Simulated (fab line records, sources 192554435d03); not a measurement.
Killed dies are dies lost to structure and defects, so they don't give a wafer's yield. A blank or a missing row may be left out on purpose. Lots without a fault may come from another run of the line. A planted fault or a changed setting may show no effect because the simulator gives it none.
Split-lot experiment | flow n5_finfet | 7 lots, 21 wafers read, on a route of 1938 steps

THE SPLIT
At N5_SD_EPI_N_PEB_07 (peb time 60 s), the setting peb_time_s was moved away from the recipe's 60 s on 7 of the 21 wafers read, by -20.5% to +15.2%. The other wafers ran this setting at the recipe's value.

FROM THE SPLIT TO THE READING: what the file shows between them, 1 step
- N5_SD_EPI_N_DEVELOP_08: develop time 30 s

THE READING
cd_nm, in nm, at N5_SD_EPI_N_CD_MEAS_09 (target cd 120 nm). Fault-free wafers of this fab line usually give 119.9 nm, standard deviation 0.65 nm.

wafer  | tool, chamber at the split | peb_time_s as run, s | against the recipe | cd_nm, nm | against lot-mates on the recipe
L077.1 | litho_track-04, 0          | 60                   | recipe             | 119.7     | -
L077.4 | litho_track-04, 0          | 60                   | recipe             | 119.7     | -
L077.5 | litho_track-04, 0          | 60                   | recipe             | 119.9     | -
L081.1 | litho_track-02, 0          | 69.12                | +15.2%             | 123.8     | +4.4
L081.3 | litho_track-02, 0          | 69.12                | +15.2%             | 124.0     | +4.6
L081.6 | litho_track-02, 0          | 60                   | recipe             | 119.4     | -
L083.1 | litho_track-04, 0          | 60                   | recipe             | 119.9     | -
L083.2 | litho_track-04, 0          | 60                   | recipe             | 120.1     | -
L083.4 | litho_track-04, 0          | 60                   | recipe             | 119.6     | -
L084.1 | litho_track-05, 0          | 52.83                | -12.0%             | 115.1     | -4.0
L084.4 | litho_track-05, 0          | 60                   | recipe             | 119.1     | -
L084.6 | litho_track-05, 0          | 52.83                | -12.0%             | 115.0     | -4.1
L089.3 | litho_track-05, 0          | 60                   | recipe             | 120.4     | -
L089.4 | litho_track-05, 0          | 60                   | recipe             | 119.2     | -
L089.5 | litho_track-05, 0          | 60                   | recipe             | 120.1     | -
L093.1 | litho_track-02, 0          | 60                   | recipe             | 119.4     | -
L093.5 | litho_track-02, 0          | 54.37                | -9.4%              | 116.2     | -3.2
L093.6 | litho_track-02, 0          | 60                   | recipe             | 119.4     | -
L095.4 | litho_track-05, 0          | 47.7                 | -20.5%             | 111.9     | -7.4
L095.5 | litho_track-05, 0          | 47.7                 | -20.5%             | 110.5     | -8.8
L095.6 | litho_track-05, 0          | 60                   | recipe             | 119.3     | -

THE FIT
A straight line over all 21 wafers: cd_nm changes by +0.362 nm for each +1% of peb_time_s; r = +0.98; the points scatter about the line by 0.61 nm.
The same after taking each lot's own level away (the mean of its wafers on the recipe; 21 wafers): +0.352 nm for each +1%; r = +0.99; scatter 0.49 nm.
On that fit, the largest move of peb_time_s shifts the reading by 7.2 nm.
The lots' own levels span 119.10 to 119.90 nm, that is 1.2 times the standard deviation above.
So the lot-to-lot level changes the slope little: the two slopes agree.
Check: with one of the wafers moved furthest among these (-20.5%) left out of the fit, the line predicts -7.34 nm for it against its lot-mates. It came out at -7.4 nm against them.

OTHER SPLITS ON THESE WAFERS
These wafers also went through other splits before the reading. Each is held against what the fit with the lots' levels taken away leaves over:
other split on the same wafers | wafers away from the commonest value | r with cd_nm (lot level and that fit taken away)
N5_WELL_APT_COAT_02 spin_rpm   | 7                                    | -0.29
N5_FIN_SAQP_ETCH_65 time_s     | 7                                    | +0.12
N5_SD_EPI_N_COAT_33 spin_rpm   | 5                                    | -0.10

THE WHOLE CHAIN: every reading that the file lists as answering this split, in the file's order
step                   | what it does                                           | reading                                                         | change (the file's fit)               | r (the file's)
N5_SD_EPI_N_CD_MEAS_09 | target cd 120 nm                                       | cd_nm                                                           | +0.356 nm for each +1% of the setting | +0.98
N5_SD_EPI_N_DESCUM_14  | chemistry O2, time 7.9 s                               | SD_EPI_N.cd_nm (the simulator's own value, which no gauge read) | +0.365 nm for each +1% of the setting | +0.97
N5_SD_EPI_N_ETCH_34    | etches SiARC in CF4, target depth 45.5 nm, time 75.8 s | SD_EPI_N.cd_nm (the simulator's own value, which no gauge read) | +0.366 nm for each +1% of the setting | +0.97
N5_SD_EPI_N_ETCH_35    | etches SOC in N2/H2, overetch 108 nm, time 486 s       | SD_EPI_N.cd_nm (the simulator's own value, which no gauge read) | +0.346 nm for each +1% of the setting | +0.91

THE FILE'S OWN FIT
cd_nm changes by +0.356 nm for each +1% of peb_time_s, r = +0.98.
